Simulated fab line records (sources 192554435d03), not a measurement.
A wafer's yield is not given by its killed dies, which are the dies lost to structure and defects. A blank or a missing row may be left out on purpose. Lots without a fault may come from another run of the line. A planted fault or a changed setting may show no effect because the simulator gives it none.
fab line records	flow n5_finfet
[record] lots = 12	wafers = 36	last_day = 20
route steps=1938 shown BEOL_M14@1748 BEOL_M15@1773 PASSIVATION@1936
lots that met no fault: from a run of the same line without faults
start_h: hours from the record's opening day to when the first of the lot's shown wafers began	wait_h: hours elapsed since this lot's preceding step	" the same as in the row above	L1.1+2: one row covering several wafers at once	- either no value or no given start	* or withheld: withheld	< > ~ a bound
route shown NAME@n: a module of which the file shows steps, and the number in the route of the first	usual: mean/standard deviation taken from wafers without a fault	same: alike in all rows	chamber/n: place in a boat	sites: each site's reading	_std_site: standard deviation of those values	_edge_site: inner sites' mean taken away from outer sites' mean	radius_mm: for every site, how far away it sits from the centre of the wafer	mask NAME#n: copy n	behind: tool/chamber where the wafer was last shaped	hold: cause of the lot's hold/its duration in hours/its outcome	device: names the non-switching transistor (n, p or np)	end of line: tests run on the same wafers once the route is complete	for a step that has no rows: nothing shown but its recipe	killed: not the wafer's yield, but the dies lost to structure and defects at the first sort	map: the dies of a wafer, with x for killed, . for not killed, _ for no die there
set.NAME: the setting the step ran with; set.NAME@STEP: the setting that earlier step ran with	model.NAME: the simulator's own value behind a step, which no gauge read
route steps across a sampled set of lots; one table per step, one row per wafer
services: from which hour (start_h, from the record's first day; less than 0 if before it) a tool's chamber was out of use, for how many hours, and why
[[steps]]
[step N5_BEOL_M14_INSPECT_30]
[recipe] mode = adi	inspect_instrument = macro
[usual] raw_defect_count = 1.9/1.5
lot.wafer	tool	chamber	start_h	wait_h	raw_defect_count
L942.3	defect_inspect-01	-	281.86	0.0	5
L942.4	"	-	"	"	4
L942.5	"	-	"	"	4
L944.1	defect_inspect-01	-	322.04	0.0	2
L944.4	"	-	"	"	1
L944.6	"	-	"	"	2
L946.1	defect_inspect-02	-	339.36	0.0	1
L946.3	"	-	"	"	0
L946.4	"	-	"	"	2
L948.1	defect_inspect-02	-	344.27	0.0	4
L948.2	"	-	"	"	3
L948.5	"	-	"	"	1
L949.1	defect_inspect-02	-	350.11	0.0	0
L949.3	"	-	"	"	2
L949.4	"	-	"	"	3
L951.1	defect_inspect-02	-	351.13	0.0	6
L951.5	"	-	"	"	2
L951.6	"	-	"	"	1
L950.3	defect_inspect-01	-	358.65	0.0	4
L950.5	"	-	"	"	0
L950.6	"	-	"	"	1
L952.3	defect_inspect-02	-	361.10	0.0	2
L952.5	"	-	"	"	2
L952.6	"	-	"	"	1
L953.3	defect_inspect-01	-	378.18	0.0	3
L953.4	"	-	"	"	3
L953.6	"	-	"	"	4
L965.1	defect_inspect-01	-	432.99	0.0	1
L965.2	"	-	"	"	1
L965.6	"	-	"	"	2
L947.1	defect_inspect-02	-	437.64	0.0	2
L947.2	"	-	"	"	1
L947.6	"	-	"	"	0
L963.1	defect_inspect-02	-	456.78	0.0	3
L963.4	"	-	"	"	2
L963.6	"	-	"	"	1
[step N5_BEOL_M14_DEGAS_41]
[recipe] ambient = vacuum	temp_c = 300	time_s = 60
[usual] heater_power_w = 464/41
lot.wafer	tool	chamber	start_h	wait_h	heater_power_w
L942.3	pvd_sputter-02	-	287.85	0.5	427
L942.4	"	-	"	"	492
L942.5	"	-	"	"	419
L944.1	pvd_sputter-01	-	323.83	0.6	537
L944.4	"	-	"	"	418
L944.6	"	-	"	"	511
L946.1	pvd_sputter-02	-	342.00	0.9	459
L946.3	"	-	"	"	424
L946.4	"	-	"	"	473
L948.1	pvd_sputter-03	-	347.83	0.4	488
L948.2	"	-	"	"	412
L948.5	"	-	"	"	410
L949.1	pvd_sputter-03	-	351.64	0.1	500
L949.3	"	-	"	"	414
L949.4	"	-	"	"	491
L951.1	pvd_sputter-03	-	354.10	0.5	411
L951.5	"	-	"	"	408
L951.6	"	-	"	"	487
L950.3	pvd_sputter-02	-	364.21	0.1	476
L950.5	"	-	"	"	468
L950.6	"	-	"	"	491
L952.3	pvd_sputter-03	-	371.42	0.3	409
L952.5	"	-	"	"	415
L952.6	"	-	"	"	513
L953.3	pvd_sputter-02	-	380.68	0.3	468
L953.4	"	-	"	"	474
L953.6	"	-	"	"	470
L965.1	pvd_sputter-03	-	434.29	0.3	501
L965.2	"	-	"	"	423
L965.6	"	-	"	"	500
L947.1	pvd_sputter-03	-	439.37	0.5	502
L947.2	"	-	"	"	510
L947.6	"	-	"	"	422
L963.1	pvd_sputter-01	-	458.79	0.1	517
L963.4	"	-	"	"	411
L963.6	"	-	"	"	525
[step N5_BEOL_M14_SPUTTER_43]
[recipe] material = TaN	target_thk_a = 150	temp_c = 50	bias_v = 168.6	power_w = 15000	chamber_pressure_pa = 0.12	time_s = 24.19
[usual] cathode_dc_power_W = 15000/2.9	throttle_valve_pct = 29.9/1.1
lot.wafer	tool	chamber	start_h	wait_h	cathode_dc_power_W	throttle_valve_pct
L942.3	pvd_sputter-02	-	287.93	0.0	15004	29.9
L942.4	"	-	"	"	14998	30.1
L942.5	"	-	"	"	15001	30.1
L944.1	pvd_sputter-01	-	323.91	0.0	15001	28.6
L944.4	"	-	"	"	15002	30.8
L944.6	"	-	"	"	14996	30.4
L946.1	pvd_sputter-02	-	342.08	0.0	15001	30.8
L946.3	"	-	"	"	14998	30.1
L946.4	"	-	"	"	15009	30.0
L948.1	pvd_sputter-03	-	347.91	0.0	15000	30.5
L948.2	"	-	"	"	14999	31.2
L948.5	"	-	"	"	14999	31.0
L949.1	pvd_sputter-03	-	351.72	0.0	15002	29.2
L949.3	"	-	"	"	14999	29.6
L949.4	"	-	"	"	14998	30.4
L951.1	pvd_sputter-03	-	354.18	0.0	15876	31.3
L951.5	"	-	"	"	15873	31.1
L951.6	"	-	"	"	15875	30.5
L950.3	pvd_sputter-02	-	364.29	0.0	15001	30.4
L950.5	"	-	"	"	15003	30.7
L950.6	"	-	"	"	14999	30.1
L952.3	pvd_sputter-03	-	371.50	0.0	15869	31.0
L952.5	"	-	"	"	15874	29.7
L952.6	"	-	"	"	15869	29.2
L953.3	pvd_sputter-02	-	380.76	0.0	15000	30.4
L953.4	"	-	"	"	14997	31.1
L953.6	"	-	"	"	15004	30.1
L965.1	pvd_sputter-03	-	434.37	0.0	15002	30.7
L965.2	"	-	"	"	15002	29.6
L965.6	"	-	"	"	15000	30.8
L947.1	pvd_sputter-03	-	439.45	0.0	15002	30.6
L947.2	"	-	"	"	15003	29.0
L947.6	"	-	"	"	15003	31.0
L963.1	pvd_sputter-01	-	458.87	0.0	15007	28.7
L963.4	"	-	"	"	14999	30.5
L963.6	"	-	"	"	14997	30.4
[step N5_BEOL_M15_ILD_DEP_00]
[recipe] material = SiO2	target_thk_a = 16293	temp_c = 400	precursor = TEOS/O2	pressure_torr = 6.5	rf_w = 900	teos_flow_sccm = 161.4	gas = O2	flow_sccm = 2650	time_s = 346.1
[usual] heater_power_w = 586/98	showerhead_plenum_p_Torr = 8.34/0.03	throttle_valve_pct = 18.3/0.78
lot.wafer	tool	chamber	start_h	wait_h	heater_power_w	showerhead_plenum_p_Torr	since_wet_clean_h	throttle_valve_pct
L942.3	pecvd-03	2	289.95	0.0	679	8.32	59	17.4
L942.4	"	2	"	"	771	8.33	-	17.7
L942.5	"	0	"	"	533	8.40	-	19.0
L944.1	pecvd-04	0	325.28	0.0	521	8.35	1210	18.4
L944.4	"	1	"	"	574	8.33	-	19.2
L944.6	"	0	"	"	520	8.34	-	18.8
L946.1	pecvd-04	0	343.34	0.0	452	8.35	1229	18.8
L946.3	"	2	"	"	478	8.32	470	18.4
L946.4	"	2	"	"	581	8.32	-	18.6
L948.1	pecvd-01	0	349.23	0.0	455	8.34	11	16.8
L948.2	"	1	"	"	682	8.30	1778	19.2
L948.5	"	1	"	"	751	8.31	-	19.3
L949.1	pecvd-04	2	353.07	0.0	512	8.32	480	18.4
L949.3	"	1	"	"	622	8.35	1963	19.2
L949.4	"	0	"	"	421	8.34	-	18.8
L951.1	pecvd-04	0	355.44	0.0	440	8.34	1241	18.8
L951.5	"	0	"	"	520	8.33	-	18.8
L951.6	"	2	"	"	463	8.32	-	18.4
L950.3	pecvd-01	0	365.54	0.0	500	8.36	27	16.7
L950.5	"	2	"	"	511	8.28	-	17.9
L950.6	"	1	"	"	602	8.31	-	19.2
L952.3	pecvd-03	1	373.04	0.0	472	8.38	1621	18.5
L952.5	"	1	"	"	546	8.37	-	18.5
L952.6	"	0	"	"	523	8.38	-	18.9
L953.3	pecvd-03	1	382.73	0.0	503	8.40	1630	18.5
L953.4	"	1	"	"	550	8.38	-	18.3
L953.6	"	2	"	"	720	8.31	-	17.6
L965.1	pecvd-01	0	435.82	0.0	553	8.37	97	16.8
L965.2	"	1	"	"	719	8.30	1865	19.2
L965.6	"	2	"	"	633	8.31	-	17.8
L947.1	pecvd-01	1	440.70	0.0	686	8.32	1870	19.3
L947.2	"	0	"	"	523	8.33	102	16.8
L947.6	"	1	"	"	764	8.30	-	19.2
L963.1	pecvd-01	2	460.24	0.0	582	8.29	400	17.9
L963.4	"	0	"	"	576	8.37	-	16.9
L963.6	"	1	"	"	596	8.31	-	19.2
[step N5_PASSIVATION_PROBE_49]
[usual] defect_limited_yield = 90.8/1.7	killed_at_M0_to_M3 = 37/12	killed_at_M4_up = 15/5.6	killed_at_contacts = 13/6.9	killed_at_front_end = 40/11	killed_at_other = 4/3.2	killed_dies = 109/20	killed_on_rim = 14/4.3	killed_open = 73/15	killed_short = 35/8.3	sort_bin_5_function = 5.4/1.1	sort_bin_6_memory = 3.5/0.73	sort_n_pass = 1071/20	sort_yield_pct = 90.8/1.7
[same] gross_dies = 1180	killed_at_back_side = 0	sort_bin_4_leakage[%] = 0	sort_bin_8_speed[%] = 0
lot.wafer	tool	chamber	start_h	wait_h	defect_limited_yield[%]	killed_at_M0_to_M3	killed_at_M4_up	killed_at_contacts	killed_at_front_end	killed_at_other	killed_dies	killed_on_rim	killed_open	killed_short	sort_bin_5_function[%]	sort_bin_6_memory[%]	sort_n_pass	sort_yield_pct[%]
L942.3	prober-01	-	307.44	0.1	90.4	33	17	24	34	5	113	13	87	26	5.8	3.5	1067	90.4
L942.4	prober-01	-	307.49	0.2	90.8	46	7	16	38	1	108	9	79	29	5.3	3.5	1072	90.8
L942.5	prober-01	-	307.54	0.2	88.2	37	12	22	60	8	139	16	104	35	7.0	4.4	1041	88.2
L944.1	prober-01	-	346.84	0.0	92.4	39	7	7	32	5	90	13	56	34	4.1	3.1	1090	92.4
L944.4	prober-01	-	346.99	0.2	90.3	32	15	19	45	4	115	14	65	50	6.0	3.5	1065	90.3
L944.6	prober-01	-	347.09	0.3	91.0	33	7	15	38	13	106	9	68	38	4.6	3.9	1074	91.0
L946.1	prober-02	-	363.73	0.0	90.3	34	10	24	43	4	115	16	74	39	5.5	3.7	1065	90.3
L946.3	prober-02	-	363.83	0.1	91.8	30	10	15	42	0	97	9	63	33	5.0	3.0	1083	91.8
L946.4	prober-02	-	363.88	0.2	91.4	23	10	18	46	4	101	11	62	37	4.6	3.6	1079	91.4
L948.1	prober-02	-	376.34	0.0	88.3	43	8	13	70	4	138	19	103	34	6.6	4.9	1042	88.3
L948.2	prober-02	-	376.39	0.1	92.1	24	14	14	41	0	93	15	64	29	5.3	2.3	1087	92.1
L948.5	prober-02	-	376.54	0.2	89.2	43	13	5	59	7	127	13	83	44	6.7	3.7	1053	89.2
L949.1	prober-01	-	377.42	0.0	87.4	49	11	25	54	10	149	25	103	45	8.3	4.1	1031	87.4
L949.3	prober-01	-	377.52	0.1	90.6	30	14	27	34	6	111	13	74	36	6.1	3.0	1069	90.6
L949.4	prober-01	-	377.57	0.2	89.7	35	16	25	43	3	122	11	82	40	5.4	4.6	1058	89.7
L951.1	prober-01	-	380.74	0.0	90.0	34	15	4	65	0	118	20	80	37	5.5	4.1	1062	90.0
L951.5	prober-01	-	380.94	0.2	89.2	54	17	5	46	5	127	23	86	35	6.4	3.9	1053	89.2
L951.6	prober-01	-	380.99	0.3	89.7	47	19	7	46	2	121	18	84	36	5.1	4.4	1059	89.7
L950.3	prober-01	-	387.63	0.1	91.1	20	12	8	63	2	105	13	79	24	5.0	3.6	1075	91.1
L950.5	prober-01	-	387.73	0.2	90.4	38	8	13	50	4	113	12	71	42	5.7	3.7	1067	90.4
L950.6	prober-01	-	387.78	0.3	91.5	26	9	8	53	4	100	10	61	37	5.4	2.8	1080	91.5
L952.3	prober-01	-	398.08	0.1	89.9	72	8	15	22	2	119	17	82	36	5.4	4.0	1061	89.9
L952.5	prober-01	-	398.18	0.2	87.5	74	17	12	45	0	148	27	104	43	7.6	4.7	1032	87.5
L952.6	prober-01	-	398.23	0.3	87.5	73	4	9	53	8	147	23	103	44	7.5	4.7	1033	87.5
L953.3	prober-02	-	407.03	0.4	91.9	27	15	15	38	1	96	8	60	35	4.9	3.0	1084	91.9
L953.4	prober-02	-	407.08	0.4	91.3	38	13	10	41	1	103	13	69	34	5.1	3.1	1077	91.3
L953.6	prober-02	-	407.18	0.5	88.8	40	8	12	65	7	132	18	84	48	7.0	3.9	1048	88.8
L965.1	prober-02	-	454.25	0.0	91.4	15	20	26	39	1	101	11	69	32	4.7	3.8	1079	91.4
L965.2	prober-02	-	454.30	0.1	90.3	32	17	19	42	4	114	17	85	28	5.3	4.1	1066	90.3
L965.6	prober-02	-	454.50	0.3	89.5	28	22	14	58	2	124	23	91	30	5.9	4.2	1056	89.5
L947.1	prober-01	-	466.97	0.0	93.3	39	8	7	24	1	79	8	52	24	3.7	2.7	1101	93.3
L947.2	prober-01	-	467.02	0.1	91.7	48	17	4	28	1	98	9	60	35	4.4	3.6	1082	91.7
L947.6	prober-01	-	467.22	0.3	92.6	28	17	4	34	4	87	13	50	35	4.8	2.3	1093	92.6
L963.1	prober-02	-	482.32	0.0	89.5	47	18	7	50	2	124	11	85	37	6.4	3.8	1056	89.5
L963.4	prober-02	-	482.47	0.2	90.7	29	20	12	44	5	110	13	71	37	6.4	2.8	1070	90.7
L963.6	prober-02	-	482.57	0.3	92.4	31	11	9	35	4	90	6	62	24	4.3	2.9	1090	92.4
// killed by level:class
L942.3 MOL_CONTACT_COAG:geometric_particle:open=23 BEOL_M0_SAQP:geometric_particle:short=8 BEOL_M3:geometric_particle:open=8 STI_FIN_REVEAL:geometric_particle:open=6 BEOL_M1:geometric_particle:open=6 BEOL_M5:geometric_particle:open=6 BEOL_M0_SAQP:geometric_particle:open=5 BEOL_M7:geometric_particle:open=5
L942.4 MOL_CONTACT_COAG:geometric_particle:open=15 FIN_SAQP:geometric_particle:open=12 BEOL_M0_SAQP:geometric_particle:open=12 BEOL_M0_SAQP:geometric_particle:short=11 STI_FIN_REVEAL:geometric_particle:open=10 BEOL_M2:geometric_particle:open=6 BEOL_M0:geometric_particle:open=5 BEOL_M1:geometric_particle:open=5
L942.5 STI_FIN_REVEAL:geometric_particle:open=18 MOL_CONTACT_COAG:geometric_particle:open=17 BEOL_M0_SAQP:geometric_particle:open=10 FIN_SAQP:geometric_particle:open=9 BEOL_M2:geometric_particle:open=9 DUMMY_GATE:geometric_particle:open=7 GATE_CUT:geometric_particle:short=6 BEOL_M3:geometric_particle:open=6
L944.1 BEOL_M0_SAQP:geometric_particle:open=9 FIN_SAQP:geometric_particle:open=8 BEOL_M0_SAQP:geometric_particle:short=8 BEOL_M1:geometric_particle:open=8 GATE_CUT:geometric_particle:open=5 BEOL_M2:geometric_particle:open=5 BEOL_M1:geometric_particle:short=5 FIN_SAQP:geometric_particle:short=4
L944.4 STI_FIN_REVEAL:geometric_particle:open=14 MOL_CONTACT_COAG:geometric_particle:open=11 FIN_SAQP:geometric_particle:short=10 BEOL_M0_SAQP:geometric_particle:open=9 MOL_CONTACT_COAG:geometric_particle:short=8 BEOL_M0_SAQP:geometric_particle:short=7 BEOL_M4:geometric_particle:open=7 BEOL_M3:geometric_particle:open=5
L944.6 STI_FIN_REVEAL:geometric_particle:open=17 FIN_SAQP:geometric_particle:open=8 MOL_CONTACT_COAG:geometric_particle:open=8 BEOL_M2:geometric_particle:open=8 MOL_CONTACT_COAG:geometric_particle:short=7 MIM_TOP:geometric_particle:short=7 BEOL_M0_SAQP:geometric_particle:open=6 STI_FIN_REVEAL:geometric_particle:short=4
L946.1 MOL_CONTACT_COAG:geometric_particle:open=19 STI_FIN_REVEAL:geometric_particle:open=12 BEOL_M2:geometric_particle:open=10 FIN_SAQP:geometric_particle:short=7 BEOL_M0_SAQP:geometric_particle:short=6 MOL_CONTACT_COAG:geometric_particle:short=5 BEOL_M0:geometric_particle:open=5 FIN_SAQP:geometric_particle:open=4
L946.3 BEOL_M2:geometric_particle:open=13 STI_FIN_REVEAL:geometric_particle:open=11 MOL_CONTACT_COAG:geometric_particle:open=11 FIN_SAQP:geometric_particle:short=7 FIN_SAQP:geometric_particle:open=5 MOL_CONTACT_COAG:geometric_particle:short=4 BEOL_M0_SAQP:geometric_particle:short=4 BEOL_M1:geometric_particle:open=4
L946.4 MOL_CONTACT_COAG:geometric_particle:open=13 FIN_SAQP:geometric_particle:open=10 BEOL_M2:geometric_particle:open=9 FIN_SAQP:geometric_particle:short=6 STI_FIN_REVEAL:geometric_particle:open=6 STI_FIN_REVEAL:geometric_particle:short=5 DUMMY_GATE:geometric_particle:open=5 MOL_CONTACT_COAG:geometric_particle:short=5
L948.1 FIN_SAQP:geometric_particle:open=22 STI_FIN_REVEAL:geometric_particle:open=19 MOL_CONTACT_COAG:geometric_particle:open=13 BEOL_M1:geometric_particle:open=10 BEOL_M3:geometric_particle:open=8 GATE_CUT:geometric_particle:short=7 BEOL_M0_SAQP:geometric_particle:open=5 BEOL_M0:geometric_particle:open=5
L948.2 MOL_CONTACT_COAG:geometric_particle:open=12 FIN_SAQP:geometric_particle:short=11 FIN_SAQP:geometric_particle:open=8 STI_FIN_REVEAL:geometric_particle:open=8 DUMMY_GATE:geometric_particle:open=8 BEOL_M4:geometric_particle:open=5 BEOL_M0_SAQP:geometric_particle:short=4 BEOL_M7:geometric_particle:open=4
L948.5 FIN_SAQP:geometric_particle:open=17 STI_FIN_REVEAL:geometric_particle:open=13 BEOL_M0_SAQP:geometric_particle:short=12 BEOL_M0_SAQP:geometric_particle:open=11 FIN_SAQP:geometric_particle:short=8 BEOL_M1:geometric_particle:open=7 BEOL_M4:geometric_particle:open=7 BEOL_M2:geometric_particle:open=6
L949.1 MOL_CONTACT_COAG:geometric_particle:open=20 BEOL_M0_SAQP:geometric_particle:open=17 BEOL_M0_SAQP:geometric_particle:short=16 STI_FIN_REVEAL:geometric_particle:open=15 FIN_SAQP:geometric_particle:open=8 ILD0:geometric_particle:open=7 FIN_SAQP:geometric_particle:short=5 MOL_CONTACT_COAG:geometric_particle:short=5
L949.3 MOL_CONTACT_COAG:geometric_particle:open=20 BEOL_M0_SAQP:geometric_particle:short=10 BEOL_M0_SAQP:geometric_particle:open=9 FIN_SAQP:geometric_particle:open=6 GATE_CUT:geometric_particle:short=6 MOL_CONTACT_COAG:geometric_particle:short=6 GATE_CUT:geometric_particle:open=5 BEOL_M2:geometric_particle:open=4
L949.4 MOL_CONTACT_COAG:geometric_particle:open=21 FIN_SAQP:geometric_particle:short=9 BEOL_M1:geometric_particle:open=8 STI_FIN_REVEAL:geometric_particle:open=8 BEOL_M5:geometric_particle:open=8 FIN_SAQP:geometric_particle:open=7 BEOL_M2:geometric_particle:open=6 BEOL_M0_SAQP:geometric_particle:short=6
L951.1 BEOL_M3:geometric_particle:open=18 STI_FIN_REVEAL:geometric_particle:open=17 FIN_SAQP:geometric_particle:short=15 FIN_SAQP:geometric_particle:open=9 DUMMY_GATE:geometric_particle:open=7 STI_FIN_REVEAL:geometric_particle:short=7 BEOL_M4:geometric_particle:open=6 MOL_CONTACT_COAG:geometric_particle:open=4
L951.5 STI_FIN_REVEAL:geometric_particle:open=20 BEOL_M3:geometric_particle:open=13 BEOL_M2:geometric_particle:open=11 BEOL_M0_SAQP:geometric_particle:short=10 BEOL_M0_SAQP:geometric_particle:open=6 BEOL_M1:geometric_particle:open=6 BEOL_M4:geometric_particle:open=6 FIN_SAQP:geometric_particle:short=5
L951.6 BEOL_M2:geometric_particle:open=16 FIN_SAQP:geometric_particle:short=13 BEOL_M4:geometric_particle:open=13 FIN_SAQP:geometric_particle:open=12 BEOL_M0_SAQP:geometric_particle:open=9 STI_FIN_REVEAL:geometric_particle:open=6 MOL_CONTACT_COAG:geometric_particle:open=6 BEOL_M3:geometric_particle:open=5
L950.3 FIN_SAQP:geometric_particle:open=24 FIN_SAQP:geometric_particle:short=10 STI_FIN_REVEAL:geometric_particle:open=9 MOL_CONTACT_COAG:geometric_particle:open=8 BEOL_M4:geometric_particle:open=6 BEOL_M2:geometric_particle:open=5 GATE_CUT:geometric_particle:short=5 DUMMY_GATE:geometric_particle:open=4
L950.5 STI_FIN_REVEAL:geometric_particle:open=12 MOL_CONTACT_COAG:geometric_particle:open=10 BEOL_M3:geometric_particle:open=10 FIN_SAQP:geometric_particle:short=6 GATE_CUT:geometric_particle:short=6 BEOL_M0_SAQP:geometric_particle:short=6 FIN_SAQP:geometric_particle:open=5 STI_FIN_REVEAL:geometric_particle:short=5
L950.6 FIN_SAQP:geometric_particle:open=9 STI_FIN_REVEAL:geometric_particle:open=9 FIN_SAQP:geometric_particle:short=7 GATE_CUT:geometric_particle:short=6 MOL_CONTACT_COAG:geometric_particle:open=6 BEOL_M4:geometric_particle:open=5 BEOL_M2:geometric_particle:open=5 DUMMY_GATE:geometric_particle:open=4
L952.3 BEOL_M2:geometric_particle:open=21 BEOL_M3:geometric_particle:open=17 MOL_CONTACT_COAG:geometric_particle:open=12 BEOL_M0_SAQP:geometric_particle:short=11 BEOL_M0_SAQP:geometric_particle:open=10 FIN_SAQP:geometric_particle:short=4 STI_FIN_REVEAL:geometric_particle:open=4 DUMMY_GATE:geometric_particle:open=4
L952.5 BEOL_M2:geometric_particle:open=21 BEOL_M3:geometric_particle:open=19 MOL_CONTACT_COAG:geometric_particle:open=11 STI_FIN_REVEAL:geometric_particle:open=10 BEOL_M0_SAQP:geometric_particle:open=9 BEOL_M0_SAQP:geometric_particle:short=9 BEOL_M4:geometric_particle:open=8 FIN_SAQP:geometric_particle:short=6
L952.6 BEOL_M2:geometric_particle:open=24 BEOL_M0_SAQP:geometric_particle:open=14 FIN_SAQP:geometric_particle:open=13 STI_FIN_REVEAL:geometric_particle:open=12 BEOL_M0_SAQP:geometric_particle:short=9 BEOL_M2:geometric_particle:short=9 MOL_CONTACT_COAG:geometric_particle:open=8 BEOL_M3:geometric_particle:open=7
L953.3 BEOL_M3:geometric_particle:open=9 MOL_CONTACT_COAG:geometric_particle:short=8 FIN_SAQP:geometric_particle:open=7 MOL_CONTACT_COAG:geometric_particle:open=7 DUMMY_GATE:geometric_particle:open=6 BEOL_M0_SAQP:geometric_particle:open=6 STARTING-WAFER:geometric_particle:short=6 STI_FIN_REVEAL:geometric_particle:open=5
L953.4 BEOL_M3:geometric_particle:open=15 FIN_SAQP:geometric_particle:short=9 FIN_SAQP:geometric_particle:open=9 MOL_CONTACT_COAG:geometric_particle:open=9 STI_FIN_REVEAL:geometric_particle:open=6 BEOL_M2:geometric_particle:open=5 BEOL_M0_SAQP:geometric_particle:open=5 BEOL_M3:geometric_particle:short=5
L953.6 STI_FIN_REVEAL:geometric_particle:open=22 FIN_SAQP:geometric_particle:short=13 BEOL_M0_SAQP:geometric_particle:short=12 FIN_SAQP:geometric_particle:open=10 BEOL_M0_SAQP:geometric_particle:open=9 MOL_CONTACT_COAG:geometric_particle:open=7 BEOL_M2:geometric_particle:open=6 MOL_CONTACT_COAG:geometric_particle:short=5
L965.1 MOL_CONTACT_COAG:geometric_particle:open=22 STI_FIN_REVEAL:geometric_particle:open=11 DUMMY_GATE:geometric_particle:open=6 BEOL_M4:geometric_particle:open=6 GATE_CUT:geometric_particle:short=5 BEOL_M6:geometric_particle:open=5 MOL_CONTACT_COAG:geometric_particle:short=4 BEOL_M1:geometric_particle:open=4
L965.2 MOL_CONTACT_COAG:geometric_particle:open=18 BEOL_M3:geometric_particle:open=11 FIN_SAQP:geometric_particle:open=6 STI_FIN_REVEAL:geometric_particle:open=6 DUMMY_GATE:geometric_particle:open=6 BEOL_M0_SAQP:geometric_particle:open=6 BEOL_M4:geometric_particle:open=6 ILD0:geometric_particle:open=5
L965.6 STI_FIN_REVEAL:geometric_particle:open=22 FIN_SAQP:geometric_particle:open=12 BEOL_M4:geometric_particle:open=12 MOL_CONTACT_COAG:geometric_particle:open=10 FIN_SAQP:geometric_particle:short=9 BEOL_M0_SAQP:geometric_particle:open=8 BEOL_M2:geometric_particle:open=7 BEOL_M3:geometric_particle:open=5
L947.1 BEOL_M2:geometric_particle:open=15 BEOL_M0_SAQP:geometric_particle:open=8 MOL_CONTACT_COAG:geometric_particle:open=4 BEOL_M0_SAQP:geometric_particle:short=4 BEOL_M3:geometric_particle:open=4 STARTING-WAFER:geometric_particle:open=4 STARTING-WAFER:geometric_particle:short=4 BEOL_M0:geometric_particle:open=3
L947.2 BEOL_M0_SAQP:geometric_particle:short=9 BEOL_M3:geometric_particle:open=9 DUMMY_GATE:geometric_particle:open=8 BEOL_M2:geometric_particle:open=8 GATE_CUT:geometric_particle:short=7 BEOL_M0_SAQP:geometric_particle:open=6 BEOL_M1:geometric_particle:open=6 BEOL_M2:geometric_particle:short=5
L947.6 BEOL_M2:geometric_particle:open=11 GATE_CUT:geometric_particle:short=9 BEOL_M0_SAQP:geometric_particle:short=7 DUMMY_GATE:geometric_particle:open=6 MOL_CONTACT_COAG:geometric_particle:open=4 BEOL_M1:geometric_particle:open=4 BEOL_M4:geometric_particle:open=4 BEOL_M4:geometric_particle:short=4
L963.1 BEOL_M0_SAQP:geometric_particle:short=13 BEOL_M3:geometric_particle:open=12 STI_FIN_REVEAL:geometric_particle:open=9 BEOL_M0_SAQP:geometric_particle:open=8 BEOL_M4:geometric_particle:open=8 GATE_CUT:geometric_particle:short=7 GATE_CUT:geometric_particle:open=7 BEOL_M0:geometric_particle:open=7
L963.4 FIN_SAQP:geometric_particle:open=9 DUMMY_GATE:geometric_particle:open=9 MOL_CONTACT_COAG:geometric_particle:open=9 BEOL_M0_SAQP:geometric_particle:short=7 BEOL_M4:geometric_particle:open=6 STI_FIN_REVEAL:geometric_particle:open=5 BEOL_M1:geometric_particle:open=5 DUMMY_GATE:geometric_particle:short=4
L963.6 MOL_CONTACT_COAG:geometric_particle:open=8 BEOL_M3:geometric_particle:open=7 FIN_SAQP:geometric_particle:open=6 STI_FIN_REVEAL:geometric_particle:open=6 BEOL_M0_SAQP:geometric_particle:open=5 BEOL_M0:geometric_particle:open=5 BEOL_M2:geometric_particle:open=5 BEOL_M4:geometric_particle:open=5
[[services]]
tool	chamber	start_h	hours	kind
pecvd-03	1	272.94	2.1	scheduled_down
pecvd-04	2	280.44	5.3	repair
pecvd-01	0	309.09	-	clean
pecvd-01	0	309.09	29.5	scheduled_down
pecvd-01	0	309.09	29.5	vent_cycle
pecvd-04	2	325.04	2.1	scheduled_down
pecvd-01	0	338.59	5.5	scheduled_down
pecvd-01	2	361.61	2.1	scheduled_down
pecvd-01	-	377.70	0.5	repair
pecvd-04	1	385.08	2.1	scheduled_down
pecvd-01	0	410.85	2.1	scheduled_down
pvd_sputter-03	-	415.65	1.7	repair
pecvd-04	0	439.30	5.3	repair
pecvd-04	0	445.75	2.1	scheduled_down
pvd_sputter-02	-	455.79	2.5	repair
[[key]]
[first_sign] step = N5_BEOL_M14_SPUTTER_43	reading = cathode_dc_power_W	direction = up	sigmas = 99+	usual = *	struck = *
effect none on later readings
met_at N5_BEOL_M14_SPUTTER_43
struck_lots L951,L952
not_acting_at N5_BEOL_M14_INSPECT_30,N5_BEOL_M14_DEGAS_41,N5_BEOL_M15_ILD_DEP_00
onset_between 351.72 354.18
[fault] kind = process_parameter_drift	tool = pvd_sputter-03	chamber = -	onset_h = 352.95	steps = N5_BEOL_M14_SPUTTER_43	channel = power_w	offset = *	shape = step	end_h = 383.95	acts_in = *	stated = *
